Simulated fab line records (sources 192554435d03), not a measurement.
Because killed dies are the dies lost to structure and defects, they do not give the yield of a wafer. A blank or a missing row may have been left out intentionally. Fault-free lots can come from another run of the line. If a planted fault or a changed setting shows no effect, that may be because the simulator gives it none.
fab line records	flow n5-finfet
record lots=6	wafers=18	last-day=18
route steps=1938 shown DUMMY_GATE@257 SPACER0@258 SD_EPI_N@262
lots that met no fault: taken from a fault-free run of the same line
start-h: hours from the record's opening day to when the first of the lot's shown wafers began	wait-h: time in hours since the lot's previous step	" same as the row above	L1.1+2: a row that stands for several wafers	- either no value or no given start	* or withheld: withheld	< > ~ a bound
route shown NAME@n: NAME is a module with steps in the file, n the number in the route of the first one	usual: mean/standard deviation of fault-free wafers	same: alike in all rows	chamber/n: place in a boat	sites: the reading at each site	_std_site: standard deviation of those values	_edge_site: inner sites' mean taken away from outer sites' mean	radius-mm: for every site, how far away it sits from the centre of the wafer	mask NAME#n: copy n	behind: the most recent tool/chamber to have shaped the wafer	hold: what put the lot on hold/how long, in hours/how the hold closed	device: the transistor (n, p or np) that didn't switch	end of line: the tests these same wafers got at the end of their route	for a step that has no rows: nothing shown but its recipe	killed: count of dies lost to structure and defects at first sort (not the wafer's yield)	map: shows each die of a wafer: x if killed, . if not, _ if none is there
set.NAME: the setting the step ran with; set.NAME@STEP: the setting that earlier step ran with	model.NAME: the simulator's own value behind a step, which no gauge read
lots at some steps of the route; a table a step, a row a wafer
services: the hour from which a tool's chamber was out of use, counted from the record's first day as start-h (under 0 if before that day), plus the number of hours and why
## steps
# step N5_DUMMY_GATE_INSPECT_27
# recipe inspect-instrument=brightfield	mode=aei
# usual raw-defect-count=309/81
lot.wafer	tool	chamber	start-h	wait-h	raw-defect-count
L525.2	defect-inspect-01	-	71.39	0.0	320
L525.4	"	-	"	"	338
L525.5	"	-	"	"	157
L528.2	defect-inspect-02	-	83.50	0.0	170
L528.4	"	-	"	"	246
L528.5	"	-	"	"	227
L530.3	defect-inspect-02	-	94.06	0.0	612
L530.5	"	-	"	"	438
L530.6	"	-	"	"	330
L531.3	defect-inspect-02	-	101.75	0.0	358
L531.5	"	-	"	"	229
L531.6	"	-	"	"	208
L541.3	defect-inspect-01	-	160.66	0.0	443
L541.5	"	-	"	"	436
L541.6	"	-	"	"	319
L542.3	defect-inspect-02	-	167.15	0.0	111
L542.4	"	-	"	"	172
L542.6	"	-	"	"	214
# step N5_SPACER0_ALD_07
# recipe material=SiNx	target-thk-a=20	temp-c=400	ald-precursor-family=SiH2I2	ald-co-reactant=N2/H2-plasma	pressure-torr=2
# usual heater-power-w=844/88
lot.wafer	tool	chamber	start-h	wait-h	heater-power-w
L525.2	ald-sin-03	2	71.43	0.0	747
L525.4	"	3	"	"	861
L525.5	"	3	"	"	888
L528.2	ald-sin-04	3	83.54	0.0	927
L528.4	"	2	"	"	1027
L528.5	"	2	"	"	1016
L530.3	ald-sin-01	1	96.10	2.0	927
L530.5	"	3	"	"	763
L530.6	"	2	"	"	703
L531.3	ald-sin-03	1	101.79	0.0	813
L531.5	"	1	"	"	792
L531.6	"	2	"	"	719
L541.3	ald-sin-01	3	160.69	0.0	761
L541.5	"	3	"	"	776
L541.6	"	0	"	"	851
L542.3	ald-sin-03	3	167.96	0.8	845
L542.4	"	0	"	"	817
L542.6	"	1	"	"	828
# step N5_SPACER0_ALD_00
# recipe material=SiOCN	target-thk-a=35	temp-c=400	ald-precursor-family=alkyl-aminosilane	ald-co-reactant=O2/N2-plasma	pulse-time-s=3	purge-time-s=2	co-reactant-purge-time-s=2	ald-cycles=58	pressure-torr=2
# usual heater-power-w=846/90	precursor-pulse-height-rel=0.999/0.02
lot.wafer	tool	chamber	start-h	wait-h	heater-power-w	precursor-pulse-height-rel
L525.2	ald-sin-03	2	71.58	0.1	733	0.992
L525.4	"	3	"	"	871	0.982
L525.5	"	3	"	"	856	0.986
L528.2	ald-sin-04	3	83.69	0.1	947	0.984
L528.4	"	2	"	"	1027	1.016
L528.5	"	2	"	"	1055	1.037
L530.3	ald-sin-01	1	96.25	0.1	916	1.009
L530.5	"	3	"	"	796	1.002
L530.6	"	2	"	"	724	1.007
L531.3	ald-sin-03	1	101.94	0.1	829	0.990
L531.5	"	1	"	"	792	1.002
L531.6	"	2	"	"	722	1.025
L541.3	ald-sin-01	3	160.84	0.1	796	1.002
L541.5	"	3	"	"	762	1.035
L541.6	"	0	"	"	849	0.970
L542.3	ald-sin-03	3	168.11	0.1	829	1.008
L542.4	"	0	"	"	827	0.991
L542.6	"	1	"	"	805	0.971
# step N5_SPACER0_ALD_08
# recipe material=SiNx	target-thk-a=20	temp-c=400	ald-precursor-family=SiH2I2	ald-co-reactant=N2/H2-plasma	pressure-torr=2
# usual heater-power-w=845/86
lot.wafer	tool	chamber	start-h	wait-h	heater-power-w
L525.2	ald-sin-03	2	71.84	0.1	724
L525.4	"	3	"	"	859
L525.5	"	3	"	"	874
L528.2	ald-sin-04	3	83.95	0.1	906
L528.4	"	2	"	"	1032
L528.5	"	2	"	"	1002
L530.3	ald-sin-01	1	96.51	0.1	917
L530.5	"	3	"	"	798
L530.6	"	2	"	"	719
L531.3	ald-sin-03	1	102.20	0.1	802
L531.5	"	1	"	"	798
L531.6	"	2	"	"	725
L541.3	ald-sin-01	3	161.10	0.1	775
L541.5	"	3	"	"	797
L541.6	"	0	"	"	848
L542.3	ald-sin-03	3	168.37	0.1	851
L542.4	"	0	"	"	825
L542.6	"	1	"	"	815
# step N5_SPACER0_INSPECT_04
# recipe inspect-instrument=darkfield	mode=post-dep
# usual raw-defect-count=141/32
lot.wafer	tool	chamber	start-h	wait-h	raw-defect-count
L525.2	defect-inspect-02	-	72.00	0.1	173
L525.4	"	-	"	"	174
L525.5	"	-	"	"	105
L528.2	defect-inspect-01	-	84.11	0.1	78
L528.4	"	-	"	"	98
L528.5	"	-	"	"	76
L530.3	defect-inspect-02	-	96.67	0.1	266
L530.5	"	-	"	"	211
L530.6	"	-	"	"	151
L531.3	defect-inspect-02	-	102.36	0.1	164
L531.5	"	-	"	"	134
L531.6	"	-	"	"	127
L541.3	defect-inspect-01	-	161.26	0.1	200
L541.5	"	-	"	"	216
L541.6	"	-	"	"	140
L542.3	defect-inspect-02	-	168.52	0.1	79
L542.4	"	-	"	"	100
L542.6	"	-	"	"	96
# step N5_SD_EPI_N_COAT_32
# recipe resist=SOC	temp-c=250	time-s=60	spin-rpm=1500	resist-thk-nm=350
# step N5_SD_EPI_N_COAT_33
# recipe resist=SiARC	temp-c=220	time-s=60	spin-rpm=1500	resist-thk-nm=35
# step N5_SD_EPI_N_COAT_03
# recipe resist=CAR-ArF-block	spin-rpm=1500	resist-thk-nm=150
# step N5_SD_EPI_N_EBR_05
# recipe solvent=PGMEA	ebr-width-mm=1.5
# step N5_SD_EPI_N_SOFTBAKE_04
# recipe temp-c=110	time-s=60	resist=CAR-ArF-block
# step N5_SD_EPI_N_EXPOSE_06
# recipe mask-id=SD_N_BLK	na=1.35	source-shape=conventional	sigma-outer=0.8	polarization=unpolarized	target-cd-nm=120	dose-mj=39.75
# step N5_SD_EPI_N_PEB_07
# recipe peb-temp-c=110	peb-time-s=60	resist=CAR-ArF-block
# step N5_SD_EPI_N_DEVELOP_08
# recipe develop-time-s=30	developer=TMAH	resist=CAR-ArF-block	dev-temp-c=23	rinse-liquid=diw	dry=air-spin
# usual chill-plate-temp-C=22.99/0.11	develop-time-s=30/0
lot.wafer	tool	chamber	start-h	wait-h	chill-plate-temp-C	develop-time-s	model.CAR-ArF-block_of_SD_EPI_N_COAT_03.thk-nm
L525.2	litho-track-03	0	72.21	-	23.01	30	148.6
L525.4	"	0	"	"	22.99	30	148.2
L525.5	"	0	"	"	23.09	30	148.2
L528.2	litho-track-03	0	84.45	-	22.92	30	147.8
L528.4	"	0	"	"	22.75	30	148.2
L528.5	"	0	"	"	22.98	30	147.8
L530.3	litho-track-03	-	97.01	-	-	-	150.4
L530.5	"	-	"	"	-	-	150.4
L530.6	"	-	"	"	-	-	150.4
L531.3	litho-track-01	-	102.70	-	-	-	150
L531.5	"	-	"	"	-	-	149.2
L531.6	"	-	"	"	-	-	149.4
L541.3	litho-track-01	0	161.48	-	22.93	30	149
L541.5	"	0	"	"	22.85	30	148.2
L541.6	"	0	"	"	22.70	30	148.6
L542.3	litho-track-03	0	168.86	-	23.00	30	147.4
L542.4	"	0	"	"	22.82	30	148
L542.6	"	0	"	"	23.04	30	147.6
# step N5_SD_EPI_N_CD_MEAS_09
# recipe target-cd-nm=120	landing-energy-ev=500	detector=se-inlens
# usual cd-nm=120.0/0.57
lot.wafer	tool	chamber	start-h	wait-h	cd-nm
L525.2	cd-sem-01	0	72.27	-	120.0
L525.4	"	0	"	"	119.6
L525.5	"	0	"	"	119.5
L528.2	cd-sem-01	0	84.51	-	119.8
L528.4	"	0	"	"	119.8
L528.5	"	0	"	"	120.3
L530.3	cd-sem-01	0	97.07	-	-
L530.5	"	0	"	"	-
L530.6	"	0	"	"	-
L531.3	cd-sem-02	0	102.76	-	-
L531.5	"	0	"	"	-
L531.6	"	0	"	"	-
L541.3	cd-sem-01	0	161.54	-	120.3
L541.5	"	0	"	"	120.6
L541.6	"	0	"	"	119.4
L542.3	cd-sem-01	0	168.92	-	121.0
L542.4	"	0	"	"	119.9
L542.6	"	0	"	"	120.0
## services
tool	chamber	start-h	hours	kind
ald-sin-04	2	50.29	8.1	repair
ald-sin-01	-	56.26	2.8	pm
ald-sin-03	-	87.38	14.0	pm
ald-sin-03	0	87.38	14.0	vent-cycle
ald-sin-03	1	87.38	14.0	vent-cycle
ald-sin-03	2	87.38	14.0	vent-cycle
ald-sin-03	3	87.38	14.0	vent-cycle
ald-sin-03	0	101.38	-	clean
ald-sin-03	1	101.38	-	clean
ald-sin-03	2	101.38	-	clean
ald-sin-03	3	101.38	-	clean
## key
first-sign step=N5_SD_EPI_N_DEVELOP_08	reading=tool-record	direction=missing
effect none on later readings
model-effect step=N5_SD_EPI_N_DEVELOP_08	value=CAR-ArF-block_of_SD_EPI_N_COAT_03.thk-nm	without=148.3	struck=150
met-at N5_SD_EPI_N_DEVELOP_08
struck-wafers L530.3,L530.5,L530.6,L531.3,L531.5,L531.6
later-rows-left-out L530.3,L530.5,L530.6,L531.3,L531.5,L531.6
sort-left-out L530.3,L530.5,L530.6,L531.3,L531.5,L531.6
onset-between 84.45 97.01
fault kind=skipped-step-whole	tool=litho-track-01,litho-track-03	chamber=-	onset-h=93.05	steps=N5_SD_EPI_N_DEVELOP_08	scope=struck-lots-only
# sort-left-out: the simulated sort isn't trusted on such a fault, so these wafers' sort isn't shown, and their yield isn't known
# later-rows-left-out: the simulator's readings of these wafers behind a module that went badly wrong aren't trusted and aren't shown, but for the sort
